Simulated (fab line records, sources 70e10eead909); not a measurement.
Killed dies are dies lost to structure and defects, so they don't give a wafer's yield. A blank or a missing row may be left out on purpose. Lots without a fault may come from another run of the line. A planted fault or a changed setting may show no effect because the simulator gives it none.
Which tool did it? | flow nand_harc | 12 lots, 36 wafers sampled, at 5 steps of a route of 1302

WHAT THE GAUGES READ, wafer by wafer
NHARC_END_SORT_01. Usual: killed_at_array 50, standard deviation 16; killed_at_other 0.8, standard deviation 1; killed_at_periphery 4, standard deviation 3.1; killed_dies 54, standard deviation 16; killed_open 3.2, standard deviation 2; killed_short 2.5, standard deviation 1.6.
lot  | measured     | on        | killed_at_array | killed_at_other | killed_at_periphery | killed_dies | killed_open | killed_short | flag
L819 | day 25 05:30 | prober-02 | 46 41 34        | 1 0 1           | 3 4 1               | 50 45 36    | 2 3 3       | 6 2 1        |
L826 | day 28 03:41 | prober-01 | 22 15 21        | 0 0 1           | 2 2 2               | 24 17 24    | 1 2 4       | 1 2 1        |
L831 | day 30 16:38 | prober-02 | 64 65 53        | 1 0 0           | 8 4 1               | 73 69 54    | 4 3 3       | 3 3 4        |
L830 | day 30 09:39 | prober-01 | 48 67 90        | 0 0 1           | 0 4 3               | 48 71 94    | 1 5 4       | 2 4 4        |
L837 | day 32 21:13 | prober-02 | 28 33 22        | 1 1 1           | 2 2 0               | 31 36 23    | 5 6 3       | 3 3 3        |
L838 | day 33 07:14 | prober-01 | 46 45 46        | 2 3 2           | 6 2 6               | 54 50 54    | 5 3 7       | 2 1 5        |
L839 | day 33 23:38 | prober-02 | 80 59 67        | 1 1 1           | 4 3 1               | 85 63 69    | 2 6 3       | 4 5 3        |

WHICH TOOL RAN EACH LOT (tool, then ch and the chambers of the sampled wafers, then the start)
lot  | NHARC_A_WL_FILL_ETCHBACK_05       | NHARC_A_WL_FILL_STRIP_27             | NHARC_A_WL_FILL_ETCHBACK_26      | NHARC_A_CONTACT_DEP_28
L819 | rie_metal-03 ch 0,1, day 21 05:23 | plasma_asher-02 ch 0, day 21 05:32   | rie_si-06 ch 0,2, day 21 21:49   | acl_dep-03 ch 0, day 22 00:17
L821 | rie_metal-01 ch 0,1, day 21 22:07 | plasma_asher-01 ch 0,1, day 21 22:15 | rie_si-05 ch 0,1, day 22 13:44   | acl_dep-02 ch 0, day 22 19:43
L825 | rie_metal-03 ch 0, day 23 02:55   | plasma_asher-02 ch 0,1, day 23 03:08 | rie_si-06 ch 0,1, day 23 18:11   | acl_dep-02 ch 0, day 23 20:22
L823 | rie_metal-01 ch 0,1, day 23 06:50 | plasma_asher-01 ch 1, day 23 06:58   | rie_si-06 ch 0,2, day 24 00:25   | acl_dep-03 ch 0, day 24 03:08
L826 | rie_metal-02 ch 0,1, day 24 08:13 | plasma_asher-01 ch 0,1, day 24 08:21 | rie_si-05 ch 0,2,3, day 24 23:45 | acl_dep-03 ch 0, day 25 02:15
L829 | rie_metal-02 ch 0,1, day 25 14:11 | plasma_asher-02 ch 0,1, day 25 14:20 | rie_si-02 ch 1,2,3, day 26 05:58 | acl_dep-01 ch 0, day 26 09:18
L831 | rie_metal-01 ch 0,1, day 26 11:14 | plasma_asher-01 ch 0,1, day 26 11:23 | rie_si-06 ch 1,2, day 27 02:16   | acl_dep-01 ch 0, day 27 04:02
L830 | rie_metal-03 ch 0,1, day 26 15:04 | plasma_asher-02 ch 0,1, day 26 15:11 | rie_si-06 ch 0,2,3, day 27 10:03 | acl_dep-01 ch 0, day 27 12:49
L837 | rie_metal-02 ch 0,1, day 28 15:30 | plasma_asher-02 ch 0,1, day 28 15:38 | rie_si-02 ch 0,2,3, day 29 10:47 | acl_dep-01 ch 0, day 29 15:56
L838 | rie_metal-01 ch 0,1, day 29 00:33 | plasma_asher-02 ch 0,1, day 29 00:43 | rie_si-05 ch 2,3, day 29 15:53   | acl_dep-03 ch 0, day 29 21:10
L839 | rie_metal-02 ch 0,1, day 29 23:37 | plasma_asher-02 ch 0,1, day 29 23:47 | rie_si-02 ch 0,2, day 30 15:11   | acl_dep-03 ch 0, day 30 19:40
L840 | rie_metal-02 ch 0,1, day 30 07:47 | plasma_asher-02 ch 0,1, day 30 07:56 | rie_si-02 ch 0,2,3, day 31 00:13 | acl_dep-02 ch 0, day 31 03:22
- NHARC_A_WL_FILL_ETCHBACK_05: etches the open film in Cl2/BCl3, target depth 22 nm, time 60 s.
- NHARC_A_WL_FILL_STRIP_27: strips in N2/H2, time 20 s.
- NHARC_A_WL_FILL_ETCHBACK_26: etches the open film in HBr, target depth 52 nm, time 13.3 s.
- NHARC_A_CONTACT_DEP_28: deposits aC, target thk 7000 nm.

WHAT THE TOOLS THEMSELVES READ (means of the sampled wafers that have a number; where no wafer has one, the mark that the record gives instead)
NHARC_A_WL_FILL_ETCHBACK_05. Usual: drypump_motor_current_A 5.7 A, standard deviation 0.45; oes_product_au 1.002 a.u., standard deviation 0.01; run_length_s 80.9 s, standard deviation 0.4.
lot  | tool         | drypump_motor_current_A (A) | oes_product_au (a.u.) | run_length_s (s) | flag
L819 | rie_metal-03 | 6.0                         | 0.988                 | 81.1             |
L821 | rie_metal-01 | 5.1                         | 1.010                 | 81.0             |
L825 | rie_metal-03 | 6.4                         | 1.007                 | 81.2             |
L823 | rie_metal-01 | 5.3                         | 1.006                 | 81.0             |
L826 | rie_metal-02 | 5.6                         | 1.012                 | 80.8             |
L829 | rie_metal-02 | 5.6                         | 1.001                 | 80.3             |
L831 | rie_metal-01 | 5.3                         | 0.991                 | 80.9             |
L830 | rie_metal-03 | 6.3                         | 0.991                 | 81.0             |
L837 | rie_metal-02 | 5.6                         | 1.009                 | 80.8             |
L838 | rie_metal-01 | 5.3                         | 0.995                 | 81.0             |
L839 | rie_metal-02 | 5.6                         | 1.005                 | 80.7             |
L840 | rie_metal-02 | 5.6                         | 0.999                 | 80.5             |

NHARC_A_WL_FILL_STRIP_27. Usual: drypump_motor_current_A 6.1 A, standard deviation 0.44; heater_power_w 339 W, standard deviation 22.
lot  | tool            | drypump_motor_current_A (A) | heater_power_w (W) | flag
L819 | plasma_asher-02 | 6.7                         | 315                |
L821 | plasma_asher-01 | 5.7                         | 365                |
L825 | plasma_asher-02 | 6.4                         | 325                |
L823 | plasma_asher-01 | 5.7                         | 362                |
L826 | plasma_asher-01 | 5.7                         | 357                |
L829 | plasma_asher-02 | 6.4                         | 321                |
L831 | plasma_asher-01 | 5.7                         | 344                |
L830 | plasma_asher-02 | 6.2                         | 341                |
L837 | plasma_asher-02 | 6.2                         | 337                |
L838 | plasma_asher-02 | 6.1                         | 339                |
L839 | plasma_asher-02 | 6.4                         | 326                |
L840 | plasma_asher-02 | 6.2                         | 341                |

NHARC_A_WL_FILL_ETCHBACK_26. Usual: drypump_motor_current_A 5.9 A, standard deviation 0.46; hbr_flow_sccm 150.0 sccm, standard deviation 0.47; oes_product_au 1.002 a.u., standard deviation 0.0099; run_length_s 34.7 s, standard deviation 0.37; throttle_valve_pct 23.265 %, standard deviation 0.01.
lot  | tool      | drypump_motor_current_A (A) | hbr_flow_sccm (sccm) | oes_product_au (a.u.) | run_length_s (s) | throttle_valve_pct (%) | flag
L819 | rie_si-06 | 6.4                         | 150.1                | 1.000                 | 34.7             | 23.254                 |
L821 | rie_si-05 | 5.5                         | 149.6                | 0.997                 | 34.4             | 23.258                 |
L825 | rie_si-06 | 6.1                         | 149.7                | 1.008                 | 34.3             | 23.265                 |
L823 | rie_si-06 | 6.4                         | 149.8                | 0.994                 | 34.4             | 23.260                 |
L826 | rie_si-05 | 5.6                         | 149.8                | 1.009                 | 34.5             | 23.265                 |
L829 | rie_si-02 | 6.1                         | 150.2                | 1.008                 | 34.8             | 23.275                 |
L831 | rie_si-06 | 6.6                         | 149.8                | 1.006                 | 31.3             | 23.260                 | OFF
L830 | rie_si-06 | 6.1                         | 150.0                | 1.001                 | 31.2             | 23.278                 | OFF
L837 | rie_si-02 | 5.9                         | 149.8                | 0.989                 | 34.7             | 23.259                 |
L838 | rie_si-05 | 5.8                         | 149.7                | 1.014                 | 34.5             | 23.269                 |
L839 | rie_si-02 | 6.2                         | 150.0                | 0.993                 | 34.9             | 23.264                 |
L840 | rie_si-02 | 5.9                         | 149.6                | 0.993                 | 34.8             | 23.258                 |

NHARC_A_CONTACT_DEP_28. Usual: throttle_valve_pct 35.000 %, standard deviation 0.0094.
lot  | tool       | throttle_valve_pct (%) | flag
L819 | acl_dep-03 | 35.004                 |
L821 | acl_dep-02 | 35.002                 |
L825 | acl_dep-02 | 35.002                 |
L823 | acl_dep-03 | 34.996                 |
L826 | acl_dep-03 | 34.998                 |
L829 | acl_dep-01 | 35.002                 |
L831 | acl_dep-01 | 34.997                 |
L830 | acl_dep-01 | 34.996                 |
L837 | acl_dep-01 | 34.994                 |
L838 | acl_dep-03 | 34.993                 |
L839 | acl_dep-03 | 34.999                 |
L840 | acl_dep-02 | 35.003                 |

THE ANSWER, worked out from the rows above alone
Rule: a lot is off if the mean of its wafers that have a number lies more than 3 standard deviations from the usual mean. A lot without any number at a reading at which 4 lots or more have one is off too. The other lots that the step has rows for count as sound. The gauges are gone through in route order, then the tools' own readings, and for those a lot's mean is taken as printed above. The first step at which some lot is off is used, and at that step the reading that is off furthest; a lot without a number counts as furthest.
Off: L831, L830, at NHARC_A_WL_FILL_ETCHBACK_26 (run_length_s).
A tool fits if, at that step or a process step before it, it ran every lot that is off, and no sound lot after the first of them. One fits: rie_si-06 at NHARC_A_WL_FILL_ETCHBACK_26. Its last sound lot is L823 (day 24 00:25), its first lot that is off L831 (day 27 02:16): a fault that began between those two fits.
The tool's own readings at NHARC_A_WL_FILL_ETCHBACK_26 bear it out: on the lots that are off they differ by more than 5 times the standard deviation of the sound lots' means. run_length_s reads 31.2 s there against 34.6 s on the sound lots.

WHAT THE SIMULATOR HAD PUT IN
Process parameter drift: rie_si-06, from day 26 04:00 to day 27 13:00, at NHARC_A_WL_FILL_ETCHBACK_26. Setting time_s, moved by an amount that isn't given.
Lots struck among those shown: L830, L831. The rule above found the same.
